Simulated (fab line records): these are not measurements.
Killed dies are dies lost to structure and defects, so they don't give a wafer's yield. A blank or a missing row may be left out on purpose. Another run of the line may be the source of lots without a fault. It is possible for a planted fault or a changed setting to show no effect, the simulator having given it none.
fab line records	flow n5-finfet
[record] lots = 11	wafers = 31	last-day = 17
route steps=1938 shown DUMMY_GATE@248 SPACER0@259 SD_EPI_N@275 PASSIVATION@1936
lots untouched by any fault: they come from a run of this same line in which no faults occurred
start-h: the number of hours between the record's first day and the start of the first shown wafer of the lot	wait-h: hours from the lot's prior step to this one	" repeats the value in the row above	L1.1+2: a row that stands for several wafers	- no value, or no start given	* or withheld: withheld	< > ~ a bound
route shown NAME@n: NAME is a module with steps in the file, n the number in the route of the first one	usual: average and standard deviation across the fault-free wafers	same: alike in all rows	chamber/n: place in a boat	sites: readings site by site	_std_site: the values' standard deviation	_edge_site: mean of outer sites minus mean of inner sites	radius-mm: for every site, how far away it sits from the centre of the wafer	mask NAME#n: copy n	behind: tool/chamber where the wafer was last shaped	hold: reason for holding the lot/hours on hold/outcome of the hold	device: the transistor (n, p or np) that didn't switch	end of line: the tests these same wafers got at the end of their route	where a step has no rows: the recipe by itself	killed: not the wafer's yield, but the dies lost to structure and defects at the first sort	map: a wafer's dies, marking killed ones x, the rest . and places with no die _
set.NAME: the setting as run; set.NAME@STEP: as run at that earlier step	model.NAME: the simulator's own value behind a step, which no gauge read
route steps across a sampled set of lots; one table per step, one row per wafer
services: a tool's chamber out of use, with start hour (start-h, from the record's first day; less than 0 if before it), hours out, and reason
[[steps]]
[step N5_DUMMY_GATE_ETCH_44]
[recipe] chemistry = HBr/O2	over-etch-frac = 0.7	target-depth-a = 1275	stop-on = SiO2	ion-energy-ev = 60	bias-w = 20	target = poly-Si	mask-material = SiO2	pressure-mtorr = 20	icp-w = 400	HBr_flow_sccm = 120	O2_flow_sccm = 10
[usual] drypump-motor-current-A = 5.7/0.45	oes-product-au = 0.725/0.013	throttle-valve-pct = 18.52/0.13
lot.wafer	tool	chamber	start-h	wait-h	drypump-motor-current-A	oes-product-au	rf-hours-counter-h	throttle-valve-pct
L139.1	rie-si-01	0	47.45	0.0	5.2	0.723	122	18.49
L139.4	"	3	"	"	5.1	0.745	200	18.54
L139.6	"	2	"	"	5.3	0.730	-	18.52
L140.1	rie-si-02	2	52.44	0.0	5.3	0.737	184	18.40
L140.4	"	0	"	"	6.3	0.731	10	18.34
L140.5	"	1	"	"	6.2	0.727	-	18.56
L142.1	rie-si-02	3	65.59	0.0	6.0	0.706	38	18.59
L142.4	"	0	"	"	6.3	0.746	10	18.34
L142.5	"	3	"	"	6.0	0.716	-	18.58
L145.2	rie-si-01	0	87.22	0.0	5.2	0.720	122	18.49
L145.3	"	1	"	"	5.3	0.716	111	18.62
L145.6	"	2	"	"	5.3	0.742	-	18.54
L146.1	rie-si-01	0	89.20	0.0	5.2	0.724	122	18.51
L146.4	"	2	"	"	5.3	0.726	-	18.52
L146.5	"	0	"	"	5.2	0.715	-	18.51
L147.1	rie-si-02	0	96.83	0.0	6.3	0.734	11	18.36
L147.5	"	3	"	"	6.0	0.710	-	18.58
L147.6	"	0	"	"	6.3	0.736	-	18.35
L149.2	rie-si-06	1	109.39	0.0	6.2	0.723	163	18.77
L149.3	"	2	"	"	5.2	0.710	52	18.94
L149.5	"	1	"	"	6.3	0.722	-	18.76
L151.1	rie-si-02	0	120.12	0.0	6.3	0.741	11	18.36
L151.4	"	1	"	"	6.2	0.739	7	18.55
L151.5	"	3	"	"	6.0	0.706	-	18.59
L150.3	rie-si-02	3	122.96	0.0	6.0	0.712	39	18.58
L150.4	"	0	"	"	6.3	0.734	11	18.35
L150.5	"	2	"	"	5.3	0.738	-	18.40
L154.4	rie-si-02	1	139.83	0.0	6.2	0.727	7	18.54
L154.6	"	1	"	"	6.2	0.720	-	18.56
L156.1	rie-si-01	3	152.43	0.0	5.1	0.747	1	18.41
L156.4	"	2	"	"	5.3	0.728	8	18.52
[step N5_SPACER0_ALD_00]
[recipe] material = SiOCN	target-thk-a = 35	temp-c = 400	ald-precursor-family = alkyl-aminosilane	ald-co-reactant = O2/N2-plasma	pulse-time-s = 3	purge-time-s = 2	co-reactant-purge-time-s = 2	ald-cycles = 58	pressure-torr = 2
[usual] chamber-pressure-Torr = 2.000/0.0044	heater-power-w = 827/69	precursor-pulse-height-rel = 0.998/0.021
[same] co-reactant-purge-time-s = 2
lot.wafer	tool	chamber	start-h	wait-h	chamber-pressure-Torr	heater-power-w	precursor-pulse-height-rel
L139.1	ald-sin-04	0	49.63	0.1	1.997	707	1.023
L139.4	"	3	"	"	2.006	925	0.976
L139.6	"	2	"	"	2.004	840	0.996
L140.1	ald-sin-04	1	53.66	0.1	2.006	889	0.971
L140.4	"	2	"	"	2.003	839	1.031
L140.5	"	3	"	"	2.005	912	1.017
L142.1	ald-sin-03	2	66.26	0.1	1.999	982	1.011
L142.4	"	1	"	"	2.004	790	0.996
L142.5	"	0	"	"	2.009	858	0.993
L145.2	ald-sin-02	3	89.57	0.1	1.999	804	1.041
L145.3	"	0	"	"	1.997	722	1.012
L145.6	"	0	"	"	1.993	713	0.998
L146.1	ald-sin-02	1	90.10	0.1	2.001	838	0.966
L146.4	"	2	"	"	1.999	804	1.035
L146.5	"	3	"	"	1.992	808	1.007
L147.1	ald-sin-04	2	97.93	0.1	1.995	832	1.018
L147.5	"	0	"	"	2.003	730	1.007
L147.6	"	1	"	"	2.002	907	1.004
L149.2	ald-sin-04	3	110.34	0.1	1.999	910	0.992
L149.3	"	0	"	"	1.996	717	1.024
L149.5	"	1	"	"	1.992	900	1.011
L151.1	ald-sin-02	1	120.71	0.1	2.000	826	0.982
L151.4	"	0	"	"	2.004	726	1.003
L151.5	"	0	"	"	2.002	744	1.007
L150.3	ald-sin-04	2	123.60	0.1	1.998	865	1.007
L150.4	"	1	"	"	2.009	905	1.019
L150.5	"	3	"	"	1.998	917	1.032
L154.4	ald-sin-04	1	140.42	0.1	1.997	884	0.963
L154.6	"	3	"	"	1.995	912	1.003
L156.1	ald-sin-04	1	153.02	0.1	2.000	874	0.963
L156.4	"	0	"	"	1.996	694	1.025
[step N5_SD_EPI_N_ETCH_35]
[recipe] chemistry = N2/H2	target = SOC	overetch-a = 1080	mask-material = SiARC	temp-c = 40	ion-energy-ev = 100	source-w = 3000	bias-w = 133	pressure-mtorr = 20	time-s = 486	n2-flow-sccm = 200	h2-flow-sccm = 200
[usual] drypump-motor-current-A = 5.6/0.55	oes-product-au = 0.73/0.085	rf-vpp-V = 240.9/1.6	showerhead-plenum-p-Torr = 2.56/0.11	throttle-valve-pct = 23.82/0.25
lot.wafer	tool	chamber	start-h	wait-h	drypump-motor-current-A	oes-product-au	rf-hours-counter-h	rf-vpp-V	showerhead-plenum-p-Torr	throttle-valve-pct
L139.1	rie-diel-03	0	50.50	0.0	5.5	0.63	210	239.8	2.50	23.50
L139.4	"	2	"	"	5.3	0.67	162	239.2	2.44	24.03
L139.6	"	3	"	"	4.8	0.67	-	243.0	2.64	24.23
L140.1	rie-diel-04	2	54.66	0.0	6.1	0.76	52	241.1	2.57	23.49
L140.4	"	2	"	"	6.1	0.76	-	240.3	2.57	23.48
L140.5	"	3	"	"	6.1	0.64	-	238.6	2.40	23.85
L142.1	rie-diel-04	2	67.25	0.0	6.1	0.75	56	240.1	2.57	23.48
L142.4	"	3	"	"	6.1	0.63	220	238.8	2.40	23.85
L142.5	"	2	"	"	6.1	0.75	-	241.2	2.57	23.49
L145.2	rie-diel-03	0	90.50	0.0	5.5	0.62	223	241.0	2.50	23.50
L145.3	"	3	"	"	4.8	0.67	177	241.8	2.63	24.27
L145.6	"	3	"	"	4.8	0.66	-	241.6	2.63	24.27
L146.1	rie-diel-01	1	91.04	0.0	5.1	0.84	10	243.0	2.71	23.73
L146.4	"	1	"	"	5.1	0.83	-	241.3	2.71	23.71
L146.5	"	0	"	"	5.7	0.74	-	241.7	2.57	23.51
L147.1	rie-diel-04	2	98.92	0.0	6.1	0.74	66	241.4	2.57	23.48
L147.5	"	0	"	"	5.3	0.85	-	239.3	2.49	23.72
L147.6	"	3	"	"	6.1	0.64	-	239.6	2.40	23.89
L149.2	rie-diel-04	0	111.33	0.0	5.3	0.83	16	239.4	2.49	23.71
L149.3	"	2	"	"	6.1	0.73	70	240.5	2.57	23.50
L149.5	"	3	"	"	6.0	0.63	-	238.1	2.40	23.87
L151.1	rie-diel-03	3	121.84	0.0	4.8	0.65	187	241.4	2.63	24.29
L151.4	"	1	"	"	6.5	0.80	35	242.3	2.71	23.84
L151.5	"	0	"	"	5.5	0.62	-	240.9	2.49	23.53
L150.3	rie-diel-03	3	124.60	0.0	4.8	0.66	188	242.5	2.62	24.27
L150.4	"	1	"	"	6.5	0.79	-	242.2	2.71	23.84
L150.5	"	3	"	"	4.9	0.65	-	241.7	2.63	24.27
L154.4	rie-diel-01	3	141.29	0.0	6.3	0.82	15	240.7	2.49	23.94
L154.6	"	2	"	"	5.4	0.84	-	243.7	2.71	23.66
L156.1	rie-diel-03	1	154.34	0.0	6.5	0.78	47	242.6	2.70	23.86
L156.4	"	1	"	"	6.5	0.78	-	242.4	2.70	23.84
[step N5_SD_EPI_N_EPI_21]
[recipe] material = Si:P	dopant = P	temp-c = 680	pressure-torr = 255	time-s = 690
[usual] chamber-pressure-Torr = 255.1/0.65	epi-growth-time-s = 690/0
lot.wafer	tool	chamber	start-h	wait-h	chamber-pressure-Torr	epi-growth-time-s
L139.1	epi-rpcvd-02	0	52.08	0.1	255.1	690
L139.4	"	0	"	"	255.2	690
L139.6	"	0	"	"	254.8	690
L140.1	epi-rpcvd-04	0	56.44	0.2	254.5	690
L140.4	"	0	57.56	1.2	255.5	690
L140.5	"	0	"	"	254.3	690
L142.1	epi-rpcvd-03	0	68.83	0.1	254.2	690
L142.4	"	0	"	"	254.1	690
L142.5	"	0	"	"	254.6	690
L145.2	epi-rpcvd-02	0	92.55	0.4	255.9	690
L145.3	"	0	"	"	255.5	690
L145.6	"	0	"	"	255.3	690
L146.1	epi-rpcvd-04	0	92.62	0.1	254.3	690
L146.4	"	0	"	"	255.2	690
L146.5	"	0	"	"	255.3	690
L147.1	epi-rpcvd-02	0	100.51	0.1	255.2	690
L147.5	"	0	101.63	1.1	255.3	690
L147.6	"	0	"	"	255.1	690
L149.2	epi-rpcvd-03	0	113.20	0.4	255.2	690
L149.3	"	0	"	"	255.3	690
L149.5	"	0	"	"	255.3	690
L151.1	epi-rpcvd-04	0	123.47	0.1	255.4	690
L151.4	"	0	"	"	255.9	690
L151.5	"	0	"	"	255.0	690
L150.3	epi-rpcvd-03	0	126.76	0.7	255.1	690
L150.4	"	0	"	"	255.1	690
L150.5	"	0	"	"	255.0	690
L154.4	epi-rpcvd-03	0	143.71	0.9	254.6	690
L154.6	"	0	"	"	255.2	590.45
L156.1	epi-rpcvd-03	0	155.93	0.1	254.0	590.45
L156.4	"	0	"	"	254.4	690
[step N5_SD_EPI_N_EPI_MEAS_23]
[recipe] mode = xrd
[usual] thk-nm = 59.1/1.1
lot.wafer	tool	chamber	start-h	wait-h	thk-nm
L139.1	film-metro-02	-	53.80	1.4	58.6
L139.4	"	-	"	"	56.7
L139.6	"	-	"	"	59.4
L140.1	film-metro-02	-	58.72	1.9	59.0
L140.4	"	-	"	"	57.8
L140.5	"	-	"	"	58.9
L142.1	film-metro-02	-	70.55	1.4	61.0
L142.4	"	-	"	"	59.2
L142.5	"	-	"	"	57.3
L145.2	film-metro-01	-	93.98	1.2	59.4
L145.3	"	-	"	"	59.3
L145.6	"	-	"	"	58.2
L146.1	film-metro-01	-	94.34	1.4	58.9
L146.4	"	-	"	"	59.9
L146.5	"	-	"	"	58.2
L147.1	film-metro-02	-	102.22	1.4	58.2
L147.5	"	-	"	"	60.8
L147.6	"	-	"	"	60.3
L149.2	film-metro-02	-	114.63	1.2	59.5
L149.3	"	-	"	"	59.5
L149.5	"	-	"	"	59.8
L151.1	film-metro-01	-	125.19	1.4	60.8
L151.4	"	-	"	"	58.8
L151.5	"	-	"	"	60.8
L150.3	film-metro-01	-	127.92	0.9	57.8
L150.4	"	-	"	"	57.5
L150.5	"	-	"	"	59.8
L154.4	film-metro-01	-	144.60	0.6	60.4
L154.6	"	-	"	"	54.0
L156.1	film-metro-01	-	157.64	1.4	51.7
L156.4	"	-	"	"	58.9
[step N5_PASSIVATION_PROBE_49]
[usual] killed_at_M0_to_M3 = 36/11	killed_at_M4_up = 14/5.6	killed-at-contacts = 11/5.6	killed-at-front-end = 40/12	killed-at-other = 4/3.2	killed-dies = 105/17	killed-open = 69/12	killed-short = 34/8.4
[same] gross-dies = 1180	killed-at-back-side = 0
lot.wafer	tool	chamber	start-h	wait-h	killed_at_M0_to_M3	killed_at_M4_up	killed-at-contacts	killed-at-front-end	killed-at-other	killed-dies	killed-open	killed-short
L150.3	prober-01	-	383.49	0.1	60	11	8	47	4	130	95	31
L150.4	prober-01	-	383.54	0.2	34	6	19	37	6	102	71	31
L150.5	prober-01	-	383.59	0.2	48	8	8	35	4	103	71	31
// killed by level:class
L150.3 BEOL_M2:geometric-particle:open=14 FIN_SAQP:geometric-particle:open=12 BEOL_M1:geometric-particle:open=10 STI_FIN_REVEAL:geometric-particle:open=9 BEOL_M0_SAQP:geometric-particle:open=9 BEOL_M0:geometric-particle:open=9 MOL_CONTACT_COAG:geometric-particle:open=8 FIN_SAQP:geometric-particle:short=7
L150.4 MOL_CONTACT_COAG:geometric-particle:open=14 STI_FIN_REVEAL:geometric-particle:open=12 FIN_SAQP:geometric-particle:open=8 BEOL_M2:geometric-particle:open=8 BEOL_M0:geometric-particle:open=6 MOL_CONTACT_COAG:geometric-particle:short=5 BEOL_M3:geometric-particle:open=5 BEOL_M1:geometric-particle:open=4
L150.5 FIN_SAQP:geometric-particle:open=10 BEOL_M3:geometric-particle:open=10 BEOL_M0:geometric-particle:open=8 BEOL_M1:geometric-particle:open=7 MOL_CONTACT_COAG:geometric-particle:open=7 BEOL_M2:geometric-particle:open=7 FIN_SAQP:geometric-particle:short=5 BEOL_M0:geometric-particle:short=4
[[services]]
tool	chamber	start-h	hours	kind
rie-diel-04	0	38.70	-	clean
rie-diel-04	0	38.70	-	consumable-replace:focus-ring
rie-diel-04	0	38.70	22.9	scheduled-down
ald-sin-04	-	44.97	2.8	pm
epi-rpcvd-04	-	51.45	0.7	repair
epi-rpcvd-03	-	72.76	8.1	pm
ald-sin-02	2	74.33	6.8	repair
rie-si-01	-	77.55	2.8	pm
ald-sin-03	-	79.71	2.8	pm
ald-sin-03	-	85.81	14.0	pm
rie-si-01	2	92.82	5.7	repair
ald-sin-02	-	97.52	6.0	pm
rie-diel-04	3	103.26	4.3	repair
ald-sin-03	-	104.73	6.1	pm
rie-si-01	0	118.83	8.0	repair
rie-si-06	1	120.58	5.2	repair
ald-sin-03	1	127.01	11.4	repair
rie-diel-01	-	129.43	10.9	repair
rie-si-06	0	137.74	3.3	repair
epi-rpcvd-02	-	137.77	1.1	repair
rie-diel-04	3	138.33	9.4	repair
rie-diel-01	2	143.52	8.2	repair
rie-si-06	2	151.38	4.6	repair
epi-rpcvd-04	-	155.48	2.8	pm
[[key]]
[first-sign] step = N5_SD_EPI_N_EPI_21	reading = epi-growth-time-s	direction = down	sigmas = 99+	usual = *	struck = *
[effect] step = N5_SD_EPI_N_EPI_MEAS_23	reading = thk-nm	direction = down	sigmas = 5.5	usual = *	struck = *
met-at N5_SD_EPI_N_EPI_21
struck-lots L154,L156
struck-wafers L154.6,L156.1
tester-left-out L154,L156
not-acting-at N5_DUMMY_GATE_ETCH_44,N5_SPACER0_ALD_00,N5_SD_EPI_N_ETCH_35
onset-between 126.76 143.71
[fault] kind = process-parameter-drift	tool = epi-rpcvd-03	chamber = -	onset-h = 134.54	steps = N5_SD_EPI_N_EPI_21	channel = epi-growth-time-s	offset = *	shape = step	end-h = 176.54	scope = struck-wafers-only	acts-in = *	stated = *
// tester-left-out: of these lots the tester's yield and bins aren't shown, on N5 and GAA mostly nor the transistor test; their killed dies are dies lost to structure and defects alone, not to doping, threshold or leakage, so they don't give the yield
